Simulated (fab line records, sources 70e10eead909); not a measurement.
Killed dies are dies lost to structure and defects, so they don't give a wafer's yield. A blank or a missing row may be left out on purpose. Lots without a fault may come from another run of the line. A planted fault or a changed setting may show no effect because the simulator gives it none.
Chamber matching | flow nand_harc | NHARC_A_BONDPAD_DEP_00 on pecvd-03: 3 sister chambers
The step deposits SiCN, target thk 250 nm. 3 wafers are shown with their chamber, then 7 later ones without.

WAFERS WITH THEIR CHAMBER
wafer  | chamber | heater_power_w (W)
L654.6 | 2       | 722
L653.1 | 0       | 647
L653.2 | 1       | 527

WAFERS WITHOUT THEIR CHAMBER
wafer  | heater_power_w (W)
L653.4 | 656
L657.1 | 724
L657.2 | 609
L657.3 | 705
L659.1 | 692
L659.2 | 620
L659.5 | 629

WHICH CHAMBER EACH WENT THROUGH
wafer  | from the rows above     | in truth
L653.4 | 0                       | 0
L657.1 | 2                       | 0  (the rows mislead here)
L657.2 | can't be placed: 0 or 1 | 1
L657.3 | can't be placed: 2 or 0 | 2
L659.1 | can't be placed: 2 or 0 | 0
L659.2 | 0                       | 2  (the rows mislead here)
L659.5 | 0                       | 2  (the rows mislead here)
Placed correctly: 1 of 7. Can't be placed from these rows: 3 (the true chamber is among the candidates in 3). Placed wrongly: 3.
How it was worked out, from the rows above alone: a wafer's distance from a chamber is the root of the sum, over the readings, of the square of ((its reading less the chamber's mean) divided by the reading's scatter). The wafer belongs to the nearest chamber; if the next one is less than 2 further off, it can't be placed. A chamber's mean is the mean of its shown wafers. The scatter: with one shown wafer a chamber, the root of the mean of the squares of how far each hidden wafer lies from its nearest shown one.
